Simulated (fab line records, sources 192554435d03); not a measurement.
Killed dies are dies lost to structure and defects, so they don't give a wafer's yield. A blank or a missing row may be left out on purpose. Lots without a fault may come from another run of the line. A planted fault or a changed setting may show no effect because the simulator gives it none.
Chamber matching | flow n5_finfet | N5_BEOL_M14_TRENCH_ETCH_34 on rie_diel-03: 4 sister chambers
The step etches SiO2 in C4F8/O2/Ar, target depth 556.65 nm, time 126.9 s. 7 wafers are shown with their chamber, then 7 later ones without.

WAFERS WITH THEIR CHAMBER
wafer  | chamber | rf_vpp_V (V) | throttle_valve_pct (%)
L077.4 | 3       | 2190         | 30.73
L082.1 | 0       | 2155         | 31.06
L082.5 | 3       | 2191         | 30.73
L083.4 | 1       | 2112         | 30.90
L083.5 | 2       | 2250         | 30.20
L085.3 | 2       | 2253         | 30.20
L085.4 | 1       | 2110         | 30.89

WAFERS WITHOUT THEIR CHAMBER
wafer  | rf_vpp_V (V) | throttle_valve_pct (%)
L085.5 | 2251         | 30.21
L089.2 | 2111         | 30.90
L089.4 | 2250         | 30.21
L089.6 | 2251         | 30.21
L091.1 | 2250         | 30.21
L091.3 | 2110         | 30.92
L091.6 | 2111         | 30.92

WHICH CHAMBER EACH WENT THROUGH
wafer  | from the rows above | in truth
L085.5 | 2                   | 2
L089.2 | 1                   | 1
L089.4 | 2                   | 2
L089.6 | 2                   | 2
L091.1 | 2                   | 2
L091.3 | 1                   | 1
L091.6 | 1                   | 1
Placed correctly: 7 of 7. Can't be placed from these rows: 0. Placed wrongly: 0.
How it was worked out, from the rows above alone: a wafer's distance from a chamber is the root of the sum, over the readings, of the square of ((its reading less the chamber's mean) divided by the reading's scatter). The wafer belongs to the nearest chamber; if the next one is less than 2 further off, it can't be placed. A chamber's mean is the mean of its shown wafers. The scatter: the root of (the sum of the squares of (reading less its chamber's mean) over the shown wafers, divided by (wafers less chambers)).
